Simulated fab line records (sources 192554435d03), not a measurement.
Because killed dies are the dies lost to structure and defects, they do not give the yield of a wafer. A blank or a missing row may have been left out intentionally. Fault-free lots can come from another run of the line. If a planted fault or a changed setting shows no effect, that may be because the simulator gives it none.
Split-lot trial | flow n5_finfet | 21 wafers read across 7 lots, on a route 1938 steps long

## THE SPLIT
At N5_WELL_APT_EXPOSE_22 (exposes mask PWELL, defocus 0 nm, target cd 200 nm), the setting dose_mj was moved away from the recipe's 23.2 on 10 of the 21 wafers read, by -5.9% to +4.5%. The other wafers ran this setting at the recipe's value.

## FROM THE SPLIT TO THE READING: what the file shows between them, 2 steps
- N5_WELL_APT_DEVELOP_24: develop time 45 s (also split here: develop_time_s)
- N5_WELL_APT_HARDBAKE_29: time 120 s

## THE READING
cd_nm at N5_WELL_APT_CD_MEAS_25, given in nm (cd target 200 nm). Typical for fault-free wafers on this fab line: 200.1 nm, with standard deviation 2.2 nm.

wafer  | tool, chamber at the split | dose_mj as run | against the recipe | cd_nm, nm | against lot-mates on the recipe
L074.3 | krf_scanner-01, 0          | 23.2           | recipe             | 197.3     | -
L074.4 | krf_scanner-01, 0          | 21.84          | -5.9%              | 187.8     | -10.9
L074.6 | krf_scanner-01, 0          | 23.2           | recipe             | 200.2     | -
L075.1 | krf_scanner-02, 0          | 23.2           | recipe             | 201.8     | -
L075.3 | krf_scanner-02, 0          | 23.2           | recipe             | 200.7     | -
L075.4 | krf_scanner-02, 0          | 22.31          | -3.8%              | 195.0     | -6.2
L077.1 | krf_scanner-01, 0          | 24.24          | +4.5%              | 208.9     | +7.8
L077.3 | krf_scanner-01, 0          | 24.24          | +4.5%              | 209.7     | +8.6
L077.6 | krf_scanner-01, 0          | 23.2           | recipe             | 201.1     | -
L085.2 | krf_scanner-02, 0          | 23.2           | recipe             | 196.8     | -
L085.3 | krf_scanner-02, 0          | 23.2           | recipe             | 199.0     | -
L085.4 | krf_scanner-02, 0          | 23.2           | recipe             | 197.6     | -
L086.2 | krf_scanner-02, 0          | 24.15          | +4.1%              | 207.4     | +8.4
L086.3 | krf_scanner-02, 0          | 23.2           | recipe             | 199.0     | -
L086.5 | krf_scanner-02, 0          | 24.15          | +4.1%              | 208.5     | +9.5
L089.1 | krf_scanner-01, 0          | 21.84          | -5.9%              | 184.3     | no lot-mate on the recipe
L089.4 | krf_scanner-01, 0          | 21.84          | -5.9%              | 186.4     | no lot-mate on the recipe
L089.6 | krf_scanner-01, 0          | 21.84          | -5.9%              | 189.3     | no lot-mate on the recipe
L093.1 | krf_scanner-02, 0          | 23.2           | recipe             | 200.0     | -
L093.5 | krf_scanner-02, 0          | 23.2           | recipe             | 199.3     | -
L093.6 | krf_scanner-02, 0          | 23.92          | +3.1%              | 202.8     | +3.2

THE FIT
A straight line over all 21 wafers: cd_nm changes by +2.03 nm for each +1% of dose_mj; r = +0.97; the points scatter about the line by 1.8 nm.
The same after taking each lot's own level away (the mean of its wafers on the recipe; 18 wafers): +1.84 nm for each +1%; r = +0.98; scatter 1.1 nm.
The reading moves by 11 nm for the largest change in dose_mj, on that fit.
The lots' own levels span 197.80 to 201.25 nm, that is 1.6 times the standard deviation above.
So the lot-to-lot level changes the slope: the two fits differ.
Check: with one of the wafers moved furthest among these (-5.9%) left out of the fit, the line predicts -10.7 nm for it against its lot-mates. Against them it came out at -10.9 nm.

## FURTHER SPLITS ON THESE WAFERS
Note: prior to the reading, these wafers also went through further splits. Each is held against what the fit with the lots' levels taken away leaves over:
other split on the same wafers        | wafers away from the commonest value | r with cd_nm (lot level and that fit taken away)
N5_WELL_APT_DEVELOP_24 develop_time_s | 6                                    | +0.57

## THE WHOLE CHAIN: every reading that the file lists as answering this split, in the file's order
step                   | what it does             | reading                                                         | change (the file's fit)              | r (the file's)
N5_WELL_APT_CD_MEAS_25 | target cd 200 nm         | cd_nm                                                           | +1.79 nm for each +1% of the setting | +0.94
N5_WELL_APT_DESCUM_30  | chemistry O2, time 7.9 s | WELL_APT.cd_nm (the simulator's own value, which no gauge read) | +1.83 nm for each +1% of the setting | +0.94

## FILE'S OWN FIT
cd_nm changes by +1.79 nm for each +1% of dose_mj, r = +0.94.
